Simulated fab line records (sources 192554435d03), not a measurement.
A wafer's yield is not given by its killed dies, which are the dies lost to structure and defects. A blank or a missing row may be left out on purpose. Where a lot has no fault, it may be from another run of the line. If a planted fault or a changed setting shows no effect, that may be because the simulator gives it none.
Chamber matching ; flow n5-finfet ; 4 sister chambers for N5_GATE_CUT_STRIP_59 on rie-diel-05
The step strips in N2/H2, time 20 s. 8 wafers are shown with their chamber, then 7 later ones without.

== WAFERS, EACH WITH ITS CHAMBER ==
wafer;chamber;showerhead-plenum-p-Torr (Torr);throttle-valve-pct (%)
L076.1;1;3.23;12.01
L077.3;2;3.47;12.43
L077.4;1;3.22;12.00
L077.6;2;3.47;12.43
L078.2;0;3.26;12.37
L078.5;3;3.51;12.37
L079.3;0;3.26;12.37
L079.4;3;3.51;12.34

== WAFERS WHOSE CHAMBER IS MISSING ==
wafer;showerhead-plenum-p-Torr (Torr);throttle-valve-pct (%)
L079.6;3.26;12.37
L090.1;3.46;12.49
L090.2;3.21;12.06
L090.5;3.21;12.06
L095.1;3.45;12.50
L095.3;3.21;12.08
L095.4;3.24;12.45

== WHICH CHAMBER EACH WENT THROUGH ==
wafer;from the rows above;in truth
L079.6;0;0
L090.1;2;2
L090.2;1;1
L090.5;1;1
L095.1;2;2
L095.3;1;1
L095.4;0;0
Placed correctly: 7 of 7. Not placeable from these rows: 0. Number placed wrongly: 0.
How it was worked out, from the rows above alone: a wafer's distance from a chamber is the root of the sum, over the readings, of the square of ((its reading less the chamber's mean) divided by the reading's scatter). If the next closest chamber is less than 2 further off than the closest, the wafer can't be placed; otherwise it belongs to the closest. Each chamber's mean is taken over the wafers shown for it. The scatter: take each reading less its chamber's mean, square it, sum over the shown wafers, divide by the number of wafers less the number of chambers, and take the root.
